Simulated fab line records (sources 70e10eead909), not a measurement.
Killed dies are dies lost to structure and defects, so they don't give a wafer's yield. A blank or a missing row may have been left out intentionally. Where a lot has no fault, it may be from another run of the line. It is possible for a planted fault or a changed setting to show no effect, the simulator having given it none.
fab line records | flow nand-harc
record lots=15 | wafers=45 | last-day=33
route steps=1302 shown A_M1@1199 A_BONDPAD@1214
lots that met no fault: taken from a fault-free run of the same line
start-h: hours from the record's first day to the start of the lot's first wafer shown | wait-h: hours since the lot's step before | " the same as in the row above | L1.1+2: several wafers, shown together as one row | - no value, or no start given | * or withheld: withheld | < > ~ a bound
route shown NAME@n: names a module that has steps shown in the file, with the first one's number in the route | usual: average and standard deviation across the fault-free wafers | same: alike in all rows | chamber/n: place in a boat | sites: each site's reading | _std_site: their standard deviation | _edge_site: mean of outer sites minus mean of inner sites | radius-mm: for every site, how far away it sits from the centre of the wafer | mask NAME#n: copy n | behind: tool/chamber where the wafer was last shaped | hold: reason for holding the lot/hours on hold/outcome of the hold | device: transistor that didn't switch, given as n, p or np | end of line: the same wafers' tests at the end of the route | a step without rows: its recipe alone | killed: not the wafer's yield, but the dies lost to structure and defects at the first sort | map: dies across one wafer; x = killed, . = not, _ = none there
set.NAME: the run value of the setting; set.NAME@STEP: its run value at that earlier step | model.NAME: the simulator's own value behind a step, which no gauge read
the route's steps for a sample of lots (tables are steps, rows are wafers)
services: from which hour (start-h, from the record's first day; less than 0 if before it) a tool's chamber was out of use, for how many hours, and why
## steps
# step NHARC_A_M1_INSPECT_27
# usual raw-defect-count=562/130
lot.wafer | tool              | chamber | start-h | wait-h | raw-defect-count
L624.1    | defect-inspect-02 | -       | 539.53  | 0.0    | 720
L624.4    | "                 | -       | "       | "      | 596
L624.5    | "                 | -       | "       | "      | 635
L623.1    | defect-inspect-02 | -       | 543.37  | 0.0    | 582
L623.3    | "                 | -       | "       | "      | 527
L623.5    | "                 | -       | "       | "      | 872
L626.1    | defect-inspect-01 | -       | 560.87  | 0.0    | 577
L626.2    | "                 | -       | "       | "      | 378
L626.5    | "                 | -       | "       | "      | 523
L628.4    | defect-inspect-02 | -       | 585.63  | 0.0    | 661
L628.5    | "                 | -       | "       | "      | 613
L628.6    | "                 | -       | "       | "      | 511
L627.1    | defect-inspect-01 | -       | 586.54  | 0.0    | 673
L627.3    | "                 | -       | "       | "      | 711
L627.5    | "                 | -       | "       | "      | 700
L631.1    | defect-inspect-01 | -       | 613.49  | 0.0    | 725
L631.3    | "                 | -       | "       | "      | 756
L631.6    | "                 | -       | "       | "      | 551
L629.2    | defect-inspect-02 | -       | 631.23  | 0.0    | 546
L629.4    | "                 | -       | "       | "      | 540
L629.5    | "                 | -       | "       | "      | 657
L632.2    | defect-inspect-02 | -       | 642.38  | 0.0    | 594
L632.5    | "                 | -       | "       | "      | 587
L632.6    | "                 | -       | "       | "      | 650
L636.2    | defect-inspect-01 | -       | 684.98  | 0.0    | 670
L636.3    | "                 | -       | "       | "      | 453
L636.6    | "                 | -       | "       | "      | 389
L637.2    | defect-inspect-02 | -       | 695.96  | 0.0    | 618
L637.4    | "                 | -       | "       | "      | 726
L637.6    | "                 | -       | "       | "      | 646
L638.1    | defect-inspect-01 | -       | 698.65  | 0.0    | 430
L638.2    | "                 | -       | "       | "      | 765
L638.3    | "                 | -       | "       | "      | 652
L643.1    | defect-inspect-02 | -       | 735.89  | 0.0    | 436
L643.2    | "                 | -       | "       | "      | 390
L643.6    | "                 | -       | "       | "      | 432
L642.2    | defect-inspect-02 | -       | 736.05  | 0.0    | 400
L642.5    | "                 | -       | "       | "      | 564
L642.6    | "                 | -       | "       | "      | 552
L644.1    | defect-inspect-01 | -       | 752.94  | 0.0    | 925
L644.2    | "                 | -       | "       | "      | 779
L644.5    | "                 | -       | "       | "      | 758
L645.1    | defect-inspect-01 | -       | 756.82  | 0.0    | 562
L645.3    | "                 | -       | "       | "      | 474
L645.4    | "                 | -       | "       | "      | 407
# step NHARC_A_BONDPAD_DEVELOP_08
# recipe time-s=50 | dev-temp-c=22
# usual chill-plate-temp-C=22.98/0.12 | developer-temp-C=22.00/0.11
lot.wafer | tool           | chamber | start-h | wait-h | chill-plate-temp-C | developer-temp-C
L624.1    | litho-track-02 | 0       | 541     | -      | 23.13              | 22.09
L624.4    | "              | 0       | "       | "      | 22.98              | 22.05
L624.5    | "              | 0       | "       | "      | 23.03              | 21.98
L623.1    | litho-track-03 | 0       | 545     | -      | 22.80              | 21.80
L623.3    | "              | 0       | "       | "      | 22.87              | 22.01
L623.5    | "              | 0       | "       | "      | 22.85              | 21.88
L626.1    | litho-track-02 | 0       | 562     | -      | 22.94              | 22.07
L626.2    | "              | 0       | "       | "      | 23.20              | 22.01
L626.5    | "              | 0       | "       | "      | 22.97              | 22.05
L628.4    | litho-track-05 | 0       | 587     | -      | 23.02              | 21.97
L628.5    | "              | 0       | "       | "      | 22.98              | 22.08
L628.6    | "              | 0       | "       | "      | 22.93              | 22.15
L627.1    | litho-track-05 | 0       | 588     | -      | 23.03              | 21.90
L627.3    | "              | 0       | "       | "      | 22.87              | 21.97
L627.5    | "              | 0       | "       | "      | 22.88              | 22.02
L631.1    | litho-track-03 | 0       | 615     | -      | 22.76              | 22.12
L631.3    | "              | 0       | "       | "      | 22.93              | 21.85
L631.6    | "              | 0       | "       | "      | 22.86              | 21.94
L629.2    | litho-track-03 | 0       | 633     | -      | 23.07              | 21.99
L629.4    | "              | 0       | "       | "      | 23.14              | 21.90
L629.5    | "              | 0       | "       | "      | 22.96              | 21.87
L632.2    | litho-track-05 | 0       | 644     | -      | 23.10              | 22.03
L632.5    | "              | 0       | "       | "      | 22.96              | 21.97
L632.6    | "              | 0       | "       | "      | 23.04              | 22.14
L636.2    | litho-track-03 | -       | 686     | -      | -                  | -
L636.3    | "              | -       | "       | "      | -                  | -
L636.6    | "              | -       | "       | "      | -                  | -
L637.2    | litho-track-02 | -       | 697     | -      | -                  | -
L637.4    | "              | -       | "       | "      | -                  | -
L637.6    | "              | -       | "       | "      | -                  | -
L638.1    | litho-track-03 | -       | 700     | -      | -                  | -
L638.2    | "              | -       | "       | "      | -                  | -
L638.3    | "              | -       | "       | "      | -                  | -
L643.1    | litho-track-05 | 0       | 737     | -      | 22.70              | 21.97
L643.2    | "              | 0       | "       | "      | 22.73              | 22.04
L643.6    | "              | 0       | "       | "      | 22.75              | 21.98
L642.2    | litho-track-05 | 0       | 737     | -      | 22.96              | 22.20
L642.5    | "              | 0       | "       | "      | 23.02              | 22.13
L642.6    | "              | 0       | "       | "      | 23.12              | 21.98
L644.1    | litho-track-05 | 0       | 754     | -      | 22.99              | 21.90
L644.2    | "              | 0       | "       | "      | 23.15              | 22.04
L644.5    | "              | 0       | "       | "      | 23.16              | 22.02
L645.1    | litho-track-05 | 0       | 758     | -      | 22.77              | 21.88
L645.3    | "              | 0       | "       | "      | 22.77              | 22.01
L645.4    | "              | 0       | "       | "      | 22.92              | 21.72
# step NHARC_A_BONDPAD_OVL_MEAS_35
# usual overlay-x-nm=-4/6.7 | overlay-y-nm=-1/5.8
lot.wafer | tool       | chamber | start-h | wait-h | overlay-x-nm | overlay-y-nm
L624.1    | overlay-01 | -       | 541.42  | -      | -3           | -9
L624.4    | "          | -       | "       | "      | -3           | -9
L624.5    | "          | -       | "       | "      | -4           | -9
L623.1    | overlay-01 | -       | 545.38  | -      | -8           | 6
L623.3    | "          | -       | "       | "      | -7           | 6
L623.5    | "          | -       | "       | "      | -7           | 6
L626.1    | overlay-01 | -       | 562.76  | -      | 8            | -7
L626.2    | "          | -       | "       | "      | 9            | -7
L626.5    | "          | -       | "       | "      | 9            | -6
L628.4    | overlay-01 | -       | 587.51  | -      | -5           | 2
L628.5    | "          | -       | "       | "      | -5           | 1
L628.6    | "          | -       | "       | "      | -5           | 1
L627.1    | overlay-02 | -       | 588.62  | -      | -8           | -3
L627.3    | "          | -       | "       | "      | -7           | -4
L627.5    | "          | -       | "       | "      | -8           | -3
L631.1    | overlay-02 | -       | 615.38  | -      | -8           | 0
L631.3    | "          | -       | "       | "      | -8           | 0
L631.6    | "          | -       | "       | "      | -9           | 1
L629.2    | overlay-01 | -       | 633.33  | -      | -13          | -2
L629.4    | "          | -       | "       | "      | -13          | -2
L629.5    | "          | -       | "       | "      | -12          | -2
L632.2    | overlay-02 | -       | 644.57  | -      | 0            | -3
L632.5    | "          | -       | "       | "      | 0            | -3
L632.6    | "          | -       | "       | "      | 0            | -3
L636.2    | overlay-01 | -       | 686.99  | -      | -6           | 10
L636.3    | "          | -       | "       | "      | -6           | 10
L636.6    | "          | -       | "       | "      | -6           | 10
L637.2    | overlay-02 | -       | 697.97  | -      | -3           | 2
L637.4    | "          | -       | "       | "      | -4           | 2
L637.6    | "          | -       | "       | "      | -3           | 3
L638.1    | overlay-02 | -       | 700.65  | -      | 9            | -4
L638.2    | "          | -       | "       | "      | 8            | -4
L638.3    | "          | -       | "       | "      | 9            | -4
L643.1    | overlay-01 | -       | 737.90  | -      | -6           | -7
L643.2    | "          | -       | "       | "      | -6           | -8
L643.6    | "          | -       | "       | "      | -6           | -8
L642.2    | overlay-02 | -       | 738.06  | -      | -7           | -5
L642.5    | "          | -       | "       | "      | -6           | -4
L642.6    | "          | -       | "       | "      | -7           | -5
L644.1    | overlay-02 | -       | 754.82  | -      | 3            | 3
L644.2    | "          | -       | "       | "      | 3            | 2
L644.5    | "          | -       | "       | "      | 3            | 2
L645.1    | overlay-02 | -       | 758.83  | -      | 5            | 2
L645.3    | "          | -       | "       | "      | 5            | 2
L645.4    | "          | -       | "       | "      | 5            | 1
# step NHARC_A_BONDPAD_PRE_CLEAN_26
# recipe time-s=30 | temp-c=280 | gas=H2/He
# usual heater-power-w=428/37
lot.wafer | tool           | chamber | start-h | wait-h | heater-power-w
L624.1    | pvd-sputter-01 | -       | -       | -      | 432
L624.4    | "              | -       | "       | "      | 450
L624.5    | "              | -       | "       | "      | 435
L623.1    | pvd-sputter-03 | -       | -       | -      | 412
L623.3    | "              | -       | "       | "      | 373
L623.5    | "              | -       | "       | "      | 460
L626.2    | pvd-sputter-01 | -       | -       | -      | 450
L626.1    | "              | -       | "       | "      | 427
L626.5    | "              | -       | "       | "      | 411
L628.4    | pvd-sputter-01 | -       | -       | -      | 418
L628.6    | "              | -       | "       | "      | 448
L628.5    | "              | -       | "       | "      | 410
L627.1    | pvd-sputter-02 | -       | -       | -      | 369
L627.3    | "              | -       | "       | "      | 452
L627.5    | "              | -       | "       | "      | 495
L631.3    | pvd-sputter-01 | -       | -       | -      | 413
L631.1    | "              | -       | "       | "      | 454
L631.6    | "              | -       | "       | "      | 430
L629.4    | pvd-sputter-02 | -       | -       | -      | 482
L629.2    | "              | -       | "       | "      | 375
L629.5    | "              | -       | "       | "      | 471
L632.2    | pvd-sputter-03 | -       | -       | -      | 382
L632.6    | "              | -       | "       | "      | 376
L632.5    | "              | -       | "       | "      | 463
L636.3    | pvd-sputter-02 | -       | -       | -      | 459
L636.2    | "              | -       | "       | "      | 468
L636.6    | "              | -       | "       | "      | 458
L637.4    | pvd-sputter-03 | -       | -       | -      | 398
L637.2    | "              | -       | "       | "      | 441
L637.6    | "              | -       | "       | "      | 404
L638.1    | pvd-sputter-01 | -       | -       | -      | 433
L638.2    | "              | -       | "       | "      | 446
L638.3    | "              | -       | "       | "      | 427
L643.1    | pvd-sputter-01 | -       | -       | -      | 445
L643.2    | "              | -       | "       | "      | 417
L643.6    | "              | -       | "       | "      | 398
L642.2    | pvd-sputter-02 | -       | -       | -      | 360
L642.6    | "              | -       | "       | "      | 483
L642.5    | "              | -       | "       | "      | 352
L644.1    | pvd-sputter-02 | -       | -       | -      | 488
L644.2    | "              | -       | "       | "      | 361
L644.5    | "              | -       | "       | "      | 359
L645.1    | pvd-sputter-02 | -       | -       | -      | 468
L645.4    | "              | -       | "       | "      | 488
L645.3    | "              | -       | "       | "      | 449
## services
tool           | chamber | start-h | hours | kind
pvd-sputter-03 | -       | 526.08  | 10.0  | pm
pvd-sputter-03 | -       | 560.84  | 11.4  | repair
litho-track-02 | -       | 577.00  | 7.0   | pm
litho-track-03 | -       | 625.00  | 7.0   | pm
pvd-sputter-01 | -       | 627.86  | 10.0  | pm
pvd-sputter-02 | -       | 639.76  | 10.0  | pm
litho-track-05 | -       | 649.01  | 7.0   | pm
pvd-sputter-02 | -       | 682.33  | 3.9   | repair
pvd-sputter-03 | -       | 704.08  | 10.0  | pm
litho-track-02 | -       | 752.00  | 7.0   | pm
## key
first-sign step=NHARC_A_BONDPAD_DEVELOP_08 | reading=tool-record | direction=missing
effect none on later readings
met-at NHARC_A_BONDPAD_DEVELOP_08
struck-lots L636,L637,L638
sort-left-out L636.2,L636.3,L636.6,L637.2,L637.4,L637.6,L638.1,L638.2,L638.3
not-acting-at NHARC_A_M1_INSPECT_27,NHARC_A_BONDPAD_OVL_MEAS_35,NHARC_A_BONDPAD_PRE_CLEAN_26
onset-between 633 686
fault kind=skipped-step-whole | tool=litho-track-02,litho-track-03 | chamber=- | onset-h=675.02 | steps=NHARC_A_BONDPAD_DEVELOP_08 | scope=struck-lots-only
# sort-left-out: the simulated sort isn't trusted on such a fault, so these wafers' sort isn't shown, and their yield isn't known
